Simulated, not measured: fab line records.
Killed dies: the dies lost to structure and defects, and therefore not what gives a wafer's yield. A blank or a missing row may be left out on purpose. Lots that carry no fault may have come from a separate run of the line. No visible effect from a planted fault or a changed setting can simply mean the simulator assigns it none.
Split-lot study -- flow n5 finfet -- 21 wafers read across 7 lots, on a route 1938 steps long

## THE SPLIT ITSELF
At N5_BEOL_M8_DESCUM_33 (chemistry O2, time 7 s), the setting time s was moved away from the recipe's 7 s on 10 of the 21 wafers read, by -15.6% to +14.1%. The other wafers ran this setting at the recipe's value.

## BETWEEN THE SPLIT AND THE READING: the file shows 1 step in between
- N5_BEOL_M8_ETCH_72: etches underlayer in N2/H2, target depth 6.5 nm, time 5.2 s

## THE READING
CAR-EUV_of_BEOL_M8_COAT_22.thk nm (the simulator's own value, which no gauge read), in nm, at N5_BEOL_M8_ETCH_65 (etches SiARC in CF4, target depth 15.6 nm, time 26 s). There is no usual value for it anywhere in the file. Here, 11 wafers ran the recipe; their average is 11.1 nm with a standard deviation of 0.089 nm.

wafer,"tool, chamber at the split","time s as run, s",against the recipe,"CAR-EUV_of_BEOL_M8_COAT_22.thk nm, nm",against lot-mates on the recipe
L082.1,"rie diel-03, 0,1",7.912,+13.0%,10.6,-0.6
L082.2,"rie diel-03, 0,1",7.912,+13.0%,10.8,-0.4
L082.4,"rie diel-03, 2",7,recipe,11.2,-
L077.2,"rie diel-04, 0,3",7.491,+7.0%,10.8,-0.2
L077.4,"rie diel-04, 0,3",7.491,+7.0%,10.8,-0.2
L077.5,"rie diel-04, 3",7,recipe,11,-
L083.2,"rie diel-05, 0,3",7,recipe,11.2,-
L083.4,"rie diel-05, 0,3",7,recipe,11.2,-
L083.5,"rie diel-05, 0",7.988,+14.1%,10.6,-0.6
L086.1,"rie diel-05, 1,3",7,recipe,11.2,-
L086.5,"rie diel-05, 1,3",7,recipe,11.2,-
L086.3,"rie diel-05, 2",5.906,-15.6%,11.6,+0.4
L087.1,"rie diel-05, 0,2",5.924,-15.4%,11.6,+0.6
L087.2,"rie diel-05, 0,2",5.924,-15.4%,11.6,+0.6
L087.4,"rie diel-05, 1",7,recipe,11,-
L090.2,"rie diel-04, 3",7,recipe,11,-
L090.3,"rie diel-04, 2",6.087,-13.0%,11.6,+0.6
L090.5,"rie diel-04, 2",6.087,-13.0%,11.8,+0.8
L092.1,"rie diel-05, 2,3,1",7,recipe,11.2,-
L092.2,"rie diel-05, 2,3,1",7,recipe,11.2,-
L092.4,"rie diel-05, 2,3,1",7,recipe,11.2,-
When a row names more than one chamber, that row covers several wafers, and the file does not tell which wafer ran in which chamber.

THE FIT
A straight line over all 21 wafers: CAR-EUV_of_BEOL_M8_COAT_22.thk nm changes by -0.0354 nm for each +1% of time s; r = -0.96; the points scatter about the line by 0.099 nm.
The same after taking each lot's own level away (the mean of its wafers on the recipe; 21 wafers): -0.0396 nm for each +1%; r = -0.97; scatter 0.093 nm.
That fit puts the effect of the largest move of time s on the reading at 0.62 nm.
Measured against the standard deviation above, the lots' own levels, which go from 11.00 to 11.20 nm, span 2.2 times it.
Thus the slope moves with the lot-to-lot level: the two fits are different.
Check: with one of the wafers moved furthest among these (-15.6%) left out of the fit, the line predicts +0.681 nm for it against its lot-mates. Against them it came out at +0.4 nm.

## OTHER SPLITS APPLIED TO THESE WAFERS
Other splits were also applied to these wafers ahead of the reading. Each is held against what the fit with the lots' levels taken away leaves over:
other split on the same wafers,wafers away from the commonest value,r with CAR-EUV_of_BEOL_M8_COAT_22.thk nm (lot level and that fit taken away)
N5_BEOL_M7_EXPOSE_08 dose mj,9,-0.37
N5_BEOL_M7_STRIP_19 pressure mtorr,15,+0.44

## THE WHOLE CHAIN: every reading that the file lists as answering this split, in the file's order
step,what it does,reading,change (the file's fit),r (the file's)
N5_BEOL_M8_DESCUM_33,"chemistry O2, time 7 s","CAR-EUV_of_BEOL_M8_COAT_22.thk nm (the simulator's own value, which no gauge read)",-0.0359 nm for each +1% of the setting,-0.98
N5_BEOL_M8_ETCH_72,"etches underlayer in N2/H2, target depth 6.5 nm, time 5.2 s","CAR-EUV_of_BEOL_M8_COAT_22.thk nm (the simulator's own value, which no gauge read)",-0.0374 nm for each +1% of the setting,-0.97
N5_BEOL_M8_ETCH_65,"etches SiARC in CF4, target depth 15.6 nm, time 26 s","CAR-EUV_of_BEOL_M8_COAT_22.thk nm (the simulator's own value, which no gauge read)",-0.0384 nm for each +1% of the setting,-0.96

## THE FILE'S OWN FIT
CAR-EUV_of_BEOL_M8_COAT_22.thk nm changes by -0.0384 nm for each +1% of time s, r = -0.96.
